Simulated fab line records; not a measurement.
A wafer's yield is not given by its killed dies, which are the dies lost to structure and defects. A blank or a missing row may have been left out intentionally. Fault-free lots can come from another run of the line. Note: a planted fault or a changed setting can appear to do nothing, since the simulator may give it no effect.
Which tool was responsible?	flow n5Finfet	20 lots, 60 wafers sampled, at 6 steps of a route of 1938

## WHAT EACH GAUGE READ, for each wafer
Not one reading of a measure or inspect step in the record can be checked against a usual standard deviation.

## WHAT TOOL EACH LOT RAN ON (gives the tool, then ch and the chambers of the sampled wafers, and finally the start)
lot	N5_BEOL_M3_ANNEAL_51	N5_BEOL_M3_PRE_CLEAN_60	N5_BEOL_M4_ETCH_74	N5_BEOL_M4_ETCH_63	N5_BEOL_M4_ETCH_69	N5_BEOL_M4_VIA_ETCH_34
L074	rtpAnneal-01 ch 0, day 8 04:19	cvdCo-02 ch 0,1,2, day 8 04:57	rieDiel-03 ch 0,3, day 8 06:43	rieDiel-03 ch 0,3, day 8 06:44	rieDiel-05 ch 0,1,3, day 8 07:37	rieDiel-06 ch 1,2,3, day 9 07:59
L077	rtpAnneal-01 ch 0, day 9 20:53	cvdCo-01 ch 0,1,2, day 9 21:31	rieDiel-06 ch 0,1, day 9 22:35	rieDiel-06 ch 0,1, day 9 22:35	rieDiel-05 ch 0,3, day 9 23:35	rieDiel-03 ch 0,1,2, day 10 21:27
L078	rtpAnneal-02 ch 0, day 9 21:48	cvdCo-01 ch 0,1, day 9 22:28	rieDiel-05 ch 0,1, day 10 01:43	rieDiel-05 ch 0,1, day 10 01:44	rieDiel-03 ch 0,2, day 10 02:51	rieDiel-06 ch 0,1, day 10 21:28
L079	rtpAnneal-02 ch 0, day 10 07:19	cvdCo-01 ch 0,1,2, day 10 07:57	rieDiel-03 ch 1,2, day 10 11:55	rieDiel-03 ch 1,2, day 10 11:55	rieDiel-06 ch 2,3, day 10 14:03	rieDiel-03 ch 0,1, day 11 02:20
L080	rtpAnneal-02 ch 0, day 10 10:07	cvdCo-02 ch 0,1,2, day 10 10:45	rieDiel-03 ch 0,1,2, day 10 13:34	rieDiel-03 ch 0,1,2, day 10 13:35	rieDiel-06 ch 0,3, day 10 15:19	rieDiel-06 ch 2,3, day 11 02:38
L081	rtpAnneal-02 ch 0, day 10 16:00	cvdCo-02 ch 0,1,2, day 10 16:31	rieDiel-03 ch 0,2,3, day 10 20:01	rieDiel-03 ch 0,2,3, day 10 20:02	rieDiel-03 ch 0,1,3, day 10 22:34	rieDiel-03 ch 1,2, day 11 08:25
L082	rtpAnneal-02 ch 0, day 10 18:37	cvdCo-01 ch 0,2, day 10 19:12	rieDiel-06 ch 0,2,3, day 10 22:11	rieDiel-06 ch 0,2,3, day 10 22:13	rieDiel-03 ch 0,1,3, day 11 01:11	rieDiel-05 ch 0,1, day 11 23:21
L083	rtpAnneal-01 ch 0, day 10 18:53	cvdCo-01 ch 0,1,2, day 10 19:24	rieDiel-03 ch 0,3, day 10 22:40	rieDiel-03 ch 0,3, day 10 22:41	rieDiel-03 ch 0,1,2, day 11 01:28	rieDiel-03 ch 0,2,3, day 11 16:51
L085	rtpAnneal-01 ch 0, day 10 22:10	cvdCo-02 ch 0,1,2, day 10 22:46	rieDiel-03 ch 0,2,3, day 11 04:55	rieDiel-03 ch 0,2,3, day 11 04:56	rieDiel-06 ch 1,2,3, day 11 07:15	rieDiel-05 ch 0,1, day 13 00:35
L087	rtpAnneal-01 ch 0, day 11 14:34	cvdCo-02 ch 0,1,2, day 11 15:06	rieDiel-05 ch 2,3, day 11 17:57	rieDiel-05 ch 2,3, day 11 17:58	rieDiel-06 ch 0,1,2, day 11 18:50	rieDiel-05 ch 0,1,2, day 12 16:05
L089	rtpAnneal-01 ch 0, day 11 20:29	cvdCo-01 ch 0,1, day 11 21:07	rieDiel-06 ch 0,2,3, day 12 01:05	rieDiel-06 ch 0,2,3, day 12 01:06	rieDiel-05 ch 0,2,3, day 12 02:05	rieDiel-05 ch 0,2,3, day 12 19:39
L088	rtpAnneal-02 ch 0, day 12 00:27	cvdCo-01 ch 0,1,2, day 12 00:58	rieDiel-06 ch 1,2,3, day 12 02:31	rieDiel-06 ch 1,2,3, day 12 02:32	rieDiel-06 ch 1,2,3, day 12 03:49	rieDiel-03 ch 0,1,2, day 12 19:48
L091	rtpAnneal-01 ch 0, day 12 10:56	cvdCo-01 ch 0,2, day 12 11:31	rieDiel-06 ch 2,3, day 12 14:49	rieDiel-06 ch 2,3, day 12 14:50	rieDiel-03 ch 0,1, day 12 15:50	rieDiel-03 ch 1,3, day 13 04:32
L092	rtpAnneal-01 ch 0, day 12 20:02	cvdCo-02 ch 1,2, day 12 20:38	rieDiel-05 ch 1,2, day 13 00:13	rieDiel-05 ch 1,2, day 13 00:14	rieDiel-05 ch 2,3, day 13 01:23	rieDiel-03 ch 0,2,3, day 14 05:56
L093	rtpAnneal-02 ch 0, day 12 22:56	cvdCo-02 ch 0,1,2, day 12 23:34	rieDiel-03 ch 0,1,2, day 13 01:19	rieDiel-03 ch 0,1,2, day 13 01:20	rieDiel-06 ch 0,1, day 13 02:20	rieDiel-05 ch 1,2,3, day 13 10:49
L096	rtpAnneal-01 ch 0, day 14 02:54	cvdCo-01 ch 1,2, day 14 03:29	rieDiel-06 ch 0,1, day 14 04:54	rieDiel-06 ch 0,1, day 14 04:55	rieDiel-06 ch 0,1,3, day 14 06:00	rieDiel-03 ch 0,1,3, day 14 06:52
L094	rtpAnneal-02 ch 0, day 14 06:19	cvdCo-02 ch 0,1,2, day 14 06:57	rieDiel-03 ch 0,1,2, day 14 08:23	rieDiel-03 ch 0,1,2, day 14 08:24	rieDiel-06 ch 0,2,3, day 14 10:13	rieDiel-05 ch 0,1, day 14 13:19
L090	rtpAnneal-01 ch 0, day 14 06:32	cvdCo-01 ch 0,2, day 14 07:08	rieDiel-05 ch 0,2,3, day 14 08:41	rieDiel-05 ch 0,2,3, day 14 08:43	rieDiel-06 ch 0,2,3, day 14 10:55	rieDiel-06 ch 0,2,3, day 14 16:22
L095	rtpAnneal-02 ch 0, day 14 13:13	cvdCo-01 ch 0,1, day 14 13:46	rieDiel-05 ch 0,1,2, day 14 17:14	rieDiel-05 ch 0,1,2, day 14 17:15	rieDiel-06 ch 1,2, day 14 18:08	rieDiel-05 ch 0,1,2, day 14 23:38
L097	rtpAnneal-02 ch 0, day 14 20:11	cvdCo-02 ch 0,1,2, day 14 20:49	rieDiel-03 ch 1,2, day 14 23:55	rieDiel-03 ch 1,2, day 14 23:56	rieDiel-03 ch 2,3, day 15 00:50	rieDiel-03 ch 0,3, day 15 20:34
- N5_BEOL_M3_ANNEAL_51: time 90 s.
- N5_BEOL_M3_PRE_CLEAN_60: time 15 s.
- N5_BEOL_M4_ETCH_74: etches underlayer in N2/H2, target depth 6.5 nm, time 5.2 s.
- N5_BEOL_M4_ETCH_63: etches SiARC in CF4, target depth 15.6 nm, time 26 s.
- N5_BEOL_M4_ETCH_69: etches SiARC in CF4, target depth 15.6 nm, time 26 s.
- N5_BEOL_M4_VIA_ETCH_34: etches the open film in C4F6/O2, target depth 69.4 nm, time 65.9 s.

## AS READ BY THE TOOLS THEMSELVES (means over the sampled wafers that have a number; for cases with no such wafer, the mark the record gives instead)
N5_BEOL_M3_ANNEAL_51. Usual: wafer_temp_C_max reads 225.89 (standard deviation 0.25).
lot	tool	wafer_temp_C_max	flag
L074	rtpAnneal-01	226.19	
L077	rtpAnneal-01	225.89	
L078	rtpAnneal-02	225.94	
L079	rtpAnneal-02	225.75	
L080	rtpAnneal-02	225.86	
L081	rtpAnneal-02	225.90	
L082	rtpAnneal-02	225.80	
L083	rtpAnneal-01	225.82	
L085	rtpAnneal-01	225.89	
L087	rtpAnneal-01	226.06	
L089	rtpAnneal-01	226.17	
L088	rtpAnneal-02	226.05	
L091	rtpAnneal-01	226.04	
L092	rtpAnneal-01	226.11	
L093	rtpAnneal-02	225.78	
L096	rtpAnneal-01	226.03	
L094	rtpAnneal-02	225.90	
L090	rtpAnneal-01	225.94	
L095	rtpAnneal-02	225.68	
L097	rtpAnneal-02	225.66	

N5_BEOL_M3_PRE_CLEAN_60. Usual: heaterPowerW 89 W, standard deviation 15; rfFwdPowerW 296.3 W, standard deviation 1.3.
lot	tool	heaterPowerW (W)	rfFwdPowerW (W)	flag
L074	cvdCo-02	81	295.8	
L077	cvdCo-01	95	297.6	
L078	cvdCo-01	106	297.1	
L079	cvdCo-01	95	296.3	
L080	cvdCo-02	81	296.3	
L081	cvdCo-02	83	295.7	
L082	cvdCo-01	85	296.4	
L083	cvdCo-01	96	296.9	
L085	cvdCo-02	81	295.5	
L087	cvdCo-02	83	295.2	
L089	cvdCo-01	97	297.3	
L088	cvdCo-01	96	297.2	
L091	cvdCo-01	86	296.2	
L092	cvdCo-02	84	294.9	
L093	cvdCo-02	82	295.8	
L096	cvdCo-01	97	296.4	
L094	cvdCo-02	83	295.7	
L090	cvdCo-01	86	297.1	
L095	cvdCo-01	96	297.3	
L097	cvdCo-02	81	295.5	

N5_BEOL_M4_ETCH_74. Usual: drypumpMotorCurrentA 5.7 A (standard deviation 0.41); etchRfOnTimeS 5.19 s (standard deviation 0.1); oesProductAu 0.69 a.u. (standard deviation 0.089); rfFwdPowerW 819.3 W (standard deviation 2.6); rfVppV 522.8 V (standard deviation 2.5); showerheadPlenumPTorr 2.51 Torr (standard deviation 0.081); throttleValvePct 17.97 % (standard deviation 0.24).
lot	tool	drypumpMotorCurrentA (A)	etchRfOnTimeS (s)	oesProductAu (a.u.)	rfFwdPowerW (W)	rfVppV (V)	showerheadPlenumPTorr (Torr)	throttleValvePct (%)	flag
L074	rieDiel-03	5.4	5.31	0.61	819.8	523.0	2.49	17.94	
L077	rieDiel-06	5.8	5.17	0.70	819.9	520.8	2.45	17.94	
L078	rieDiel-05	6.5	5.13	0.72	817.9	521.6	2.46	17.66	
L079	rieDiel-03	5.6	5.02	0.83	822.4	523.5	2.57	17.91	
L080	rieDiel-03	5.7	5.23	0.74	820.2	523.3	2.54	18.00	
L081	rieDiel-03	5.6	5.25	0.65	821.7	524.0	2.54	17.99	
L082	rieDiel-06	5.4	5.09	0.77	819.6	523.1	2.52	17.88	
L083	rieDiel-03	5.4	5.31	0.60	819.7	520.7	2.48	17.98	
L085	rieDiel-03	5.6	5.25	0.65	820.1	523.9	2.54	17.97	
L087	rieDiel-05	5.7	5.21	0.60	819.9	522.9	2.51	18.28	
L089	rieDiel-06	5.4	5.12	0.74	820.4	523.8	2.51	17.91	
L088	rieDiel-06	5.4	5.13	0.70	818.9	522.6	2.49	18.00	
L091	rieDiel-06	5.3	5.16	0.71	820.3	521.6	2.53	17.93	
L092	rieDiel-05	6.4	5.20	0.60	822.3	521.2	2.45	18.18	
L093	rieDiel-03	5.6	5.20	0.70	818.9	524.0	2.53	18.05	
L096	rieDiel-06	5.7	5.23	0.69	816.3	522.5	2.46	17.90	
L094	rieDiel-03	5.7	5.19	0.69	819.3	523.4	2.52	18.05	
L090	rieDiel-05	6.1	5.26	0.63	818.6	521.5	2.49	17.99	
L095	rieDiel-05	6.4	5.22	0.71	822.3	524.7	2.57	17.78	
L097	rieDiel-03	5.7	5.12	0.72	818.1	525.9	2.61	17.93	

N5_BEOL_M4_ETCH_63. Usual: drypumpMotorCurrentA 5.7 A (standard deviation 0.41); etchRfOnTimeS 25.9 s (standard deviation 0.43); oesProductAu 0.69 a.u. (standard deviation 0.089); rfFwdPowerW 532.2 W (standard deviation 2.4); rfVppV 183.8 V (standard deviation 1.2); showerheadPlenumPTorr 2.11 Torr (standard deviation 0.066); throttleValvePct 15.67 % (standard deviation 0.24).
lot	tool	drypumpMotorCurrentA (A)	etchRfOnTimeS (s)	oesProductAu (a.u.)	rfFwdPowerW (W)	rfVppV (V)	showerheadPlenumPTorr (Torr)	throttleValvePct (%)	flag
L074	rieDiel-03	5.4	26.5	0.61	530.8	183.2	2.10	15.70	
L077	rieDiel-06	5.8	26.1	0.71	533.7	183.5	2.08	15.69	
L078	rieDiel-05	6.5	25.9	0.71	532.0	184.1	2.08	15.35	
L079	rieDiel-03	5.6	25.7	0.82	532.3	183.2	2.16	15.55	
L080	rieDiel-03	5.7	25.9	0.74	530.5	184.7	2.14	15.66	
L081	rieDiel-03	5.6	26.0	0.65	531.0	184.5	2.14	15.70	
L082	rieDiel-06	5.4	25.6	0.77	532.2	183.9	2.12	15.54	
L083	rieDiel-03	5.4	26.4	0.59	531.1	183.7	2.09	15.76	
L085	rieDiel-03	5.6	26.2	0.65	532.4	184.6	2.14	15.70	
L087	rieDiel-05	5.7	26.0	0.60	534.0	184.1	2.11	15.99	
L089	rieDiel-06	5.4	25.5	0.75	531.0	183.7	2.12	15.57	
L088	rieDiel-06	5.4	26.0	0.69	533.4	183.3	2.10	15.68	
L091	rieDiel-06	5.3	25.9	0.71	531.3	185.0	2.13	15.58	
L092	rieDiel-05	6.4	25.8	0.60	532.8	184.0	2.06	15.88	
L093	rieDiel-03	5.7	26.0	0.70	531.2	183.4	2.13	15.71	
L096	rieDiel-06	5.7	26.0	0.70	533.2	182.9	2.08	15.67	
L094	rieDiel-03	5.6	25.8	0.69	531.0	183.3	2.12	15.73	
L090	rieDiel-05	6.1	25.6	0.64	533.8	183.6	2.10	15.71	
L095	rieDiel-05	6.4	26.2	0.71	533.2	183.9	2.16	15.47	
L097	rieDiel-03	5.7	25.7	0.72	530.2	185.6	2.20	15.61	

N5_BEOL_M4_ETCH_69. Usual: drypumpMotorCurrentA 5.7 A (standard deviation 0.42); etchRfOnTimeS 25.9 s (standard deviation 0.46); oesProductAu 0.69 a.u. (standard deviation 0.085); rfFwdPowerW 533.0 W (standard deviation 2.3); rfVppV 183.8 V (standard deviation 1.1); showerheadPlenumPTorr 2.10 Torr (standard deviation 0.055); throttleValvePct 15.68 % (standard deviation 0.23).
lot	tool	drypumpMotorCurrentA (A)	etchRfOnTimeS (s)	oesProductAu (a.u.)	rfFwdPowerW (W)	rfVppV (V)	showerheadPlenumPTorr (Torr)	throttleValvePct (%)	flag
L074	rieDiel-05	6.1	26.1	0.67	534.3	183.7	2.09	15.66	
L077	rieDiel-05	6.1	25.8	0.72	533.1	183.7	2.11	15.42	
L078	rieDiel-03	5.7	26.4	0.67	529.9	183.9	2.12	15.75	
L079	rieDiel-06	5.3	25.7	0.73	531.8	184.5	2.14	15.54	
L080	rieDiel-06	5.4	25.5	0.82	533.9	183.6	2.11	15.55	
L081	rieDiel-03	5.5	26.1	0.67	531.5	182.7	2.08	15.73	
L082	rieDiel-03	5.5	26.3	0.68	531.7	184.0	2.08	15.73	
L083	rieDiel-03	5.7	26.2	0.72	532.1	183.8	2.13	15.67	
L085	rieDiel-06	5.4	25.9	0.72	533.2	183.9	2.10	15.67	
L087	rieDiel-06	5.7	26.1	0.69	532.9	183.5	2.10	15.62	
L089	rieDiel-05	6.0	25.8	0.65	533.3	183.3	2.11	15.67	
L088	rieDiel-06	5.4	26.0	0.70	534.6	183.8	2.10	15.69	
L091	rieDiel-03	5.6	26.2	0.72	531.6	183.8	2.07	15.72	
L092	rieDiel-05	6.0	25.8	0.60	532.8	184.0	2.12	15.93	
L093	rieDiel-06	5.7	25.6	0.71	532.4	183.8	2.08	15.64	
L096	rieDiel-06	5.5	25.5	0.71	533.7	183.4	2.08	15.73	
L094	rieDiel-06	5.4	25.7	0.72	532.6	182.7	2.11	15.60	
L090	rieDiel-06	5.4	25.5	0.72	532.6	184.6	2.11	15.61	
L095	rieDiel-06	5.7	26.0	0.63	533.5	183.1	2.07	15.78	
L097	rieDiel-03	5.7	25.6	0.74	531.6	184.7	2.20	15.47	

N5_BEOL_M4_VIA_ETCH_34. Usual: drypumpMotorCurrentA 5.8 A, standard deviation 0.46; oesProductAu 0.80 a.u., standard deviation 0.1; rfFwdPowerW 347.2 W, standard deviation 1.3; rfVppV 660 V, standard deviation 5.9; showerheadPlenumPTorr 2.81 Torr, standard deviation 0.092; throttleValvePct 30.79 %, standard deviation 0.28.
lot	tool	drypumpMotorCurrentA (A)	oesProductAu (a.u.)	rfFwdPowerW (W)	rfVppV (V)	showerheadPlenumPTorr (Torr)	throttleValvePct (%)	flag
L074	rieDiel-06	5.4	0.75	347.1	663	2.80	30.99	
L077	rieDiel-03	5.7	0.85	346.2	660	2.83	30.83	
L078	rieDiel-06	5.8	0.80	347.9	662	2.75	30.93	
L079	rieDiel-03	5.6	0.88	346.0	658	2.76	30.90	
L080	rieDiel-06	5.1	0.91	347.6	667	2.82	30.92	
L081	rieDiel-03	5.6	0.92	347.2	662	2.85	30.82	
L082	rieDiel-05	6.5	0.76	347.9	655	2.72	30.68	
L083	rieDiel-03	5.6	0.75	346.6	660	2.83	30.72	
L085	rieDiel-05	6.5	0.82	347.5	659	2.75	30.48	
L087	rieDiel-05	6.4	0.76	347.4	658	2.76	30.67	
L089	rieDiel-05	6.1	0.75	348.5	657	2.80	30.79	
L088	rieDiel-03	5.7	0.82	346.3	658	2.82	30.84	
L091	rieDiel-03	5.4	0.93	346.9	662	2.78	30.73	
L092	rieDiel-03	5.6	0.82	346.4	660	2.82	30.69	
L093	rieDiel-05	6.1	0.69	347.6	655	2.77	31.01	
L096	rieDiel-03	5.5	0.84	346.9	658	2.75	30.76	
L094	rieDiel-05	6.5	0.89	347.0	660	2.86	30.39	
L090	rieDiel-06	5.4	0.84	346.5	667	2.80	30.86	
L095	rieDiel-05	6.4	0.83	348.4	660	2.86	30.60	
L097	rieDiel-03	5.6	0.75	345.9	654	2.72	30.77	

## THE ANSWER, worked out from the rows above alone
Rule: a lot is off if the mean of its wafers that have a number lies more than 3 standard deviations from the usual mean. Also off: a lot with no number at a reading for which 4 or more lots have one. The other lots that the step has rows for count as sound. First the gauges in route order, then the tools' own readings, where a lot's mean is used as printed above. The first step at which some lot is off is used, and at that step the reading that is off furthest; a lot without a number counts as furthest.
No lot is off on any of the readings shown, so nothing can be concluded from this.

## WHAT THE SIMULATOR HAD PUT IN
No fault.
